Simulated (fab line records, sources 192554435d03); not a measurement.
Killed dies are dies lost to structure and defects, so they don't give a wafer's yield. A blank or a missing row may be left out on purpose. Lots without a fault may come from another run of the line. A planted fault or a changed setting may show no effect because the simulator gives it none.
Which tool did it? | flow n5_finfet | 9 lots, 26 wafers sampled, at 6 steps of a route of 1938

WHAT THE GAUGES READ, wafer by wafer
N5_BEOL_M3_OCD_MEAS_38.
lot  | measured     | on     | trench_depth_nm (nm)
L269 | day 7 13:30  | ocd-01 | 55.8 54.9 55.4
L270 | day 7 19:56  | ocd-02 | 56.0 56.5 55.7
L273 | day 8 19:30  | ocd-02 | 56.1 55.1 55.3
L278 | day 10 14:16 | ocd-01 | 47.5 49.4
L280 | day 11 01:46 | ocd-02 | 47.3 55.3 56.3
L281 | day 11 05:07 | ocd-01 | 55.3 47.7 53.7
L288 | day 12 15:07 | ocd-01 | 55.5 57.0 57.1
L290 | day 13 21:02 | ocd-01 | 56.0 56.4 55.1
L289 | day 13 17:47 | ocd-01 | 56.3 55.5 55.8

N5_BEOL_M4_RC_MEAS_101.
lot  | measured     | on        | DIBL_N (mV/V)  | DIBL_P (mV/V)  | IOFF_N (nA/um)    | IOFF_P (nA/um)    | ION_N (uA/um) | ION_P (uA/um) | SS_N (mV/dec)  | SS_P (mV/dec)  | VT_N (mV)         | VT_P (mV)
L269 | day 8 02:34  | prober-01 | 36.8 36.0 37.6 | 37.7 36.4 38.3 | 0.168 0.146 0.165 | 0.185 0.172 0.184 | 678 662 676   | 452 452 448   | 72.2 71.3 72.1 | 73.7 73.7 73.5 | 250.7 251.7 250.3 | -254.7 -253.2 -254.9
L270 | day 8 21:16  | prober-02 | 37.6 38.4 35.2 | 37.2 38.5 34.9 | 0.164 0.181 0.134 | 0.216 0.235 0.184 | 681 684 681   | 468 468 466   | 71.6 72.1 71.5 | 73.5 73.9 73.4 | 250.3 248.3 252.3 | -249.2 -249.2 -253.5
L273 | day 9 07:28  | prober-01 | 35.3 35.0 35.2 | 36.2 35.3 35.5 | 0.149 0.136 0.145 | 0.205 0.181 0.195 | 684 676 682   | 467 468 468   | 71.1 70.5 70.8 | 72.6 72.9 73.2 | 248.5 251.2 248.5 | -249.8 -249.1 -248.5
L278 | day 11 19:52 | prober-02 | 36.7 34.8      | 37.2 33.9      | 0.167 0.126       | 0.223 0.174       | 682 671       | 467 460       | 71.5 70.7      | 73.8 72.4      | 245.8 251.2       | -248.0 -251.6
L280 | day 11 16:36 | prober-01 | 32.9 33.4 33.5 | 32.7 33.6 32.3 | 0.124 0.129 0.119 | 0.164 0.179 0.157 | 677 664 671   | 465 458 460   | 71.2 71.1 71.3 | 73.2 73.4 72.7 | 251.8 251.4 255.1 | -253.6 -254.2 -254.7
L281 | day 11 21:38 | prober-02 | 36.6 36.9 36.5 | 35.2 35.6 35.4 | 0.166 0.167 0.162 | 0.215 0.219 0.207 | 678 681 685   | 455 465 461   | 71.7 71.5 71.4 | 73.0 73.0 73.1 | 246.1 246.6 246.0 | -251.5 -250.9 -250.9
L288 | day 13 05:51 | prober-01 | 36.3 36.2 37.9 | 37.0 36.7 38.0 | 0.169 0.165 0.194 | 0.199 0.196 0.216 | 683 672 690   | 464 453 465   | 71.6 71.1 71.3 | 73.0 73.2 73.8 | 247.2 248.2 245.6 | -252.2 -250.7 -248.9
L290 | day 14 10:37 | prober-01 | 35.0 35.0 35.9 | 35.5 36.1 36.4 | 0.129 0.136 0.141 | 0.156 0.168 0.169 | 667 678 677   | 456 460 462   | 71.1 71.8 72.3 | 73.3 72.9 73.3 | 251.5 249.9 250.5 | -255.6 -253.4 -256.6
L289 | day 14 07:29 | prober-02 | 38.7 37.4 36.1 | 39.5 38.0 36.4 | 0.196 0.174 0.147 | 0.268 0.247 0.211 | 696 681 670   | 478 470 464   | 72.4 72.2 71.9 | 73.9 73.6 73.0 | 244.5 245.3 251.1 | -245.7 -248.8 -247.4

WHICH TOOL RAN EACH LOT (tool, then ch and the chambers of the sampled wafers, then the start)
lot  | N5_BEOL_M3_STRIP_66                | N5_BEOL_M3_HM_OPEN_17             | N5_BEOL_M3_TRENCH_ETCH_37          | N5_BEOL_M3_ANNEAL_49
L269 | rie_diel-03 ch 1,3, day 7 08:48    | rie_metal-01 ch 0,1, day 7 08:51  | rie_diel-04 ch 0,2, day 7 13:20    | pvd_sputter-02, day 7 14:59
L270 | rie_diel-03 ch 0,1, day 7 13:53    | rie_metal-01 ch 1, day 7 13:56    | rie_diel-03 ch 0,1,3, day 7 19:46  | pvd_sputter-03, day 7 21:47
L273 | rie_diel-05 ch 0,2,3, day 8 11:01  | rie_metal-02 ch 0,1, day 8 11:04  | rie_diel-04 ch 0,1,2, day 8 19:21  | pvd_sputter-03, day 8 20:46
L278 | rie_diel-03 ch 1,3, day 10 07:55   | rie_metal-02 ch 1, day 10 08:01   | rie_diel-04 ch 0,3, day 10 14:06   | pvd_sputter-03, day 10 15:25
L280 | rie_diel-05 ch 1,2, day 10 14:53   | rie_metal-01 ch 0,1, day 10 14:57 | rie_diel-04 ch 0,1,3, day 11 01:35 | pvd_sputter-02, day 11 02:44
L281 | rie_diel-04 ch 1,2,3, day 10 18:24 | rie_metal-01 ch 0,1, day 10 18:26 | rie_diel-04 ch 1,2,3, day 11 04:58 | pvd_sputter-01, day 11 08:22
L288 | rie_diel-05 ch 0,1,2, day 12 08:11 | rie_metal-02 ch 0,1, day 12 08:13 | rie_diel-03 ch 1,3, day 12 14:57   | pvd_sputter-02, day 12 17:01
L290 | rie_diel-04 ch 1,2,3, day 13 01:56 | rie_metal-01 ch 0,1, day 13 01:59 | rie_diel-03 ch 0,1, day 13 20:53   | pvd_sputter-03, day 13 22:14
L289 | rie_diel-04 ch 2,3, day 13 03:44   | rie_metal-03 ch 0,1, day 13 03:47 | rie_diel-03 ch 0,2,3, day 13 17:38 | pvd_sputter-03, day 13 19:16
- N5_BEOL_M3_STRIP_66: strips in CF4.
- N5_BEOL_M3_HM_OPEN_17: chemistry Cl2/BCl3, target TiN, target depth 20 nm, overetch 6 nm.
- N5_BEOL_M3_TRENCH_ETCH_37: etches SiOC in C4F6/O2, target depth 55.555 nm, time 29.2 s.
- N5_BEOL_M3_ANNEAL_49: time 240 s.

WHAT THE TOOLS THEMSELVES READ (means of the sampled wafers that have a number; where no wafer has one, the mark that the record gives instead)
N5_BEOL_M3_STRIP_66.
lot  | tool        | drypump_motor_current_A (A) | oes_product_au (a.u.) | rf_vpp_V (V) | showerhead_plenum_p_Torr (Torr) | throttle_valve_pct (%)
L269 | rie_diel-03 | 5.9                         | 0.81                  | 269.7        | 1.76                            | 13.47
L270 | rie_diel-03 | 6.1                         | 0.82                  | 270.0        | 1.77                            | 13.47
L273 | rie_diel-05 | 5.5                         | 0.79                  | 272.7        | 1.85                            | 13.68
L278 | rie_diel-03 | 5.8                         | 0.76                  | 269.5        | 1.76                            | 13.57
L280 | rie_diel-05 | 5.7                         | 0.71                  | 272.2        | 1.85                            | 13.86
L281 | rie_diel-04 | 6.3                         | 0.71                  | 271.0        | 1.78                            | 13.67
L288 | rie_diel-05 | 5.6                         | 0.73                  | 271.8        | 1.83                            | 13.81
L290 | rie_diel-04 | 6.4                         | 0.70                  | 270.5        | 1.78                            | 13.72
L289 | rie_diel-04 | 6.5                         | 0.69                  | 271.4        | 1.78                            | 13.63

N5_BEOL_M3_HM_OPEN_17.
lot  | tool         | drypump_motor_current_A (A) | oes_product_au (a.u.) | throttle_valve_pct (%)
L269 | rie_metal-01 | 5.6                         | 0.64                  | 22.39
L270 | rie_metal-01 | 5.5                         | 0.66                  | 22.59
L273 | rie_metal-02 | 5.7                         | 0.59                  | 22.29
L278 | rie_metal-02 | 5.9                         | 0.61                  | 22.35
L280 | rie_metal-01 | 5.8                         | 0.61                  | 22.18
L281 | rie_metal-01 | 5.7                         | 0.63                  | 22.39
L288 | rie_metal-02 | 5.5                         | 0.75                  | 22.10
L290 | rie_metal-01 | 5.7                         | 0.62                  | 22.41
L289 | rie_metal-03 | 5.7                         | 0.72                  | 21.90

N5_BEOL_M3_TRENCH_ETCH_37.
lot  | tool        | drypump_motor_current_A (A) | oes_product_au (a.u.) | rf_vpp_V (V) | showerhead_plenum_p_Torr (Torr) | throttle_valve_pct (%)
L269 | rie_diel-04 | 5.8                         | 0.82                  | 669          | 2.94                            | 20.65
L270 | rie_diel-03 | 6.0                         | 0.77                  | 669          | 2.80                            | 20.81
L273 | rie_diel-04 | 6.0                         | 0.77                  | 666          | 2.88                            | 20.79
L278 | rie_diel-04 | 6.0                         | 0.71                  | 665          | 2.91                            | 20.73
L280 | rie_diel-04 | 6.0                         | 0.74                  | 665          | 2.88                            | 20.83
L281 | rie_diel-04 | 6.4                         | 0.70                  | 664          | 2.82                            | 20.88
L288 | rie_diel-03 | 5.9                         | 0.79                  | 666          | 2.78                            | 20.80
L290 | rie_diel-03 | 6.3                         | 0.75                  | 664          | 2.78                            | 20.83
L289 | rie_diel-03 | 5.8                         | 0.70                  | 667          | 2.81                            | 20.88

N5_BEOL_M3_ANNEAL_49.
lot  | tool           | heater_power_w (W)
L269 | pvd_sputter-02 | 809
L270 | pvd_sputter-03 | 952
L273 | pvd_sputter-03 | 938
L278 | pvd_sputter-03 | 834
L280 | pvd_sputter-02 | 861
L281 | pvd_sputter-01 | 805
L288 | pvd_sputter-02 | 874
L290 | pvd_sputter-03 | 855
L289 | pvd_sputter-03 | 874

THE ANSWER, worked out from the rows above alone
Rule: what is usual is taken from the lots themselves. Put in order of their means at a reading, lots are off if they are a third of the lots or fewer, leave a main group of 4 or more, and stand apart from it by a gap of 3 or more times the standard deviation of the main group's means; of several such gaps the widest counts. A main group whose means are all the same, to the digits that the tables above print for the reading, isn't used. A lot without any number at a reading at which 4 lots or more have one is off too. The other lots that the step has rows for count as sound. The gauges are gone through in route order, then the tools' own readings, and for those a lot's mean is taken as printed above. The first step at which some lot is off is used, and at that step the reading that is off furthest; a lot without a number counts as furthest.
Off: L278, L280, L281, at N5_BEOL_M3_OCD_MEAS_38 (trench_depth_nm). The main group: mean 55.9 nm, standard deviation 0.38.
A tool fits if, at a process step before that reading, it ran every lot that is off, and no sound lot after the first of them. The gauges at N5_BEOL_M3_OCD_MEAS_38 are tried like those tools. One fits: rie_diel-04 at N5_BEOL_M3_TRENCH_ETCH_37. Its last sound lot is L273 (day 8 19:21), its first lot that is off L278 (day 10 14:06): a fault that began between those two fits.

WHAT THE SIMULATOR HAD PUT IN
Process parameter drift: rie_diel-04, from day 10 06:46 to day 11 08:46, at N5_BEOL_M3_TRENCH_ETCH_37. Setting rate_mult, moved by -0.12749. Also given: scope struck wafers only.
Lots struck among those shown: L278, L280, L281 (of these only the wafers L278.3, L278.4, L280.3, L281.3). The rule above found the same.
